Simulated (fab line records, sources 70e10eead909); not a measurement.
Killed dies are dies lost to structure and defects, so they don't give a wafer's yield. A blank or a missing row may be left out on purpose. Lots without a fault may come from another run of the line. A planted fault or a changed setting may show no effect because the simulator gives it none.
A struck lot beside a sound one | flow nand_harc | 14 steps out of a route of 1302
Sound: wafers L286.1, L286.5, L286.6. Struck: wafers L296.2, L296.3, L296.5. The cause comes at the end.
At each step with rows: each side's tool, then ch and its chambers, then its first start. Under that, the readings that differ: sound wafers | struck wafers | difference of the means | sigmas: that difference in standard deviations of wafers without a fault.
alike: readings whose means differ by less than 2 such deviations, and words and numbers that are the same on both sides. not compared: withheld readings, readings that some wafer has no value for, bounds like >300 that may hide the same value, and numbers for which the record gives no deviation and whose values overlap.
The two part at a step that has a row with sigmas, a row that says differs or no value, or rows on one side only. Numbers that don't overlap but have no deviation are shown without sigmas and don't part them. A reading that every wafer of one side lacks parts them only if that side has two wafers or more.

NHARC_P_CONTACT_CD_MEAS_19:
  sound on cd_sem-01, day 7 08:05; struck on cd_sem-03, day 11 03:11
  alike: cd_nm
NHARC_P_CONTACT_STRIP_28: strips in O2.
  sound on rie_diel-05 ch 0,1,3, day 7 08:12; struck on rie_diel-08 ch 0,1,3, day 11 03:17
  alike: drypump_motor_current_A, oes_product_au, rf_vpp_V, showerhead_plenum_p_Torr, throttle_valve_pct
  not compared: rf_hours_counter_h
then, 1 step without rows for these wafers: NHARC_P_CONTACT_STRIP_29 (strips in post etch residue remover, time 1200 s).
NHARC_P_CONTACT_DEGAS_38: time 60 s.
  sound on pvd_sputter-02, day 7 08:48; struck on pvd_sputter-02, day 11 03:55
  alike: heater_power_w
then, 1 step without rows for these wafers: NHARC_P_CONTACT_PRE_CLEAN_39 (time 19.5 s).
NHARC_P_CONTACT_PVD_32: deposits Ti, target thk 5 nm, time 17.7 s.
  sound on pvd_sputter-02; struck on pvd_sputter-02
  alike: throttle_valve_pct
then, 1 step without rows for these wafers: NHARC_P_CONTACT_ALD_22 (deposits TiN, target thk 3 nm, pulse time 1 s, ald cycles 150).
NHARC_P_CONTACT_CVD_23: deposits W, target thk 200 nm, time 557 s.
  sound on cvd_w-02 ch 0,1; struck on cvd_w-01 ch 0,1
  alike: chamber_pressure_Torr, heater_power_w, throttle_valve_pct
NHARC_P_CONTACT_CMP_24: polishes, t overpolish 30 s, target thk 200 nm.
  sound on cmp-02 ch 0,2,3, day 7 09:58; struck on cmp-03 ch 0,2,3, day 11 05:05
  alike: motor_current_A, overpolish_run_s, time_to_endpoint_s
then, 1 step without rows for these wafers: NHARC_P_CONTACT_SRD_26.
NHARC_P_CONTACT_INSPECT_27:
  sound on defect_inspect-01, day 7 10:17; struck on defect_inspect-02, day 11 05:27
  alike: raw_defect_count
NHARC_P_M0_DEP_00: deposits SiOC, target thk 150 nm.
  sound on pecvd-04 ch 0,1, day 7 10:27; struck on pecvd-04 ch 0,1, day 11 06:02
  alike: chamber_pressure_Torr
then, 1 step without rows for these wafers: NHARC_P_M0_DEHYDRATE_01 (time 120 s).
-- the record jumps here: 18 days lie between the struck wafers' starts before and after (it left off in module P_M0 and takes up again in module END, whose first step shown is number 1302 of the route) --
NHARC_END_SORT_01:
  sound on prober-01 ch 0, day 25 16:55; struck on prober-02 ch 0, day 29 09:02
  reading                  | sound          | struck         | difference | sigmas
  defect_limited_yield (%) | 92.3 88.6 88.8 | 0 0 0          | -90        | -47
  killed_at_array          | 50 72 69       | 37 28 40       | -29        | -2
  killed_at_periphery      | 2 3 7          | 638 648 637    | +637       | +99 or more
  killed_dies              | 52 77 76       | 677 677 677    | +609       | +47
  sort_bin_2_pct (%)       | 3.1 4.9 4.0    | 96.9 97.2 95.0 | +92.4      | +99 or more
  sort_n_pass              | 625 600 601    | 0 0 0          | -609       | -47
  sort_rim_yield_pct (%)   | 88 79 84       | 0 0 0          | -84        | -24
  sort_yield_pct (%)       | 92.3 88.6 88.8 | 0 0 0          | -90        | -47
  alike: killed_at_other, killed_open, killed_short, sort_bin_3_pct, sort_bin_4_pct

WHERE THEY PART
Only at NHARC_END_SORT_01, within this record.

WHY: what the simulator had put in
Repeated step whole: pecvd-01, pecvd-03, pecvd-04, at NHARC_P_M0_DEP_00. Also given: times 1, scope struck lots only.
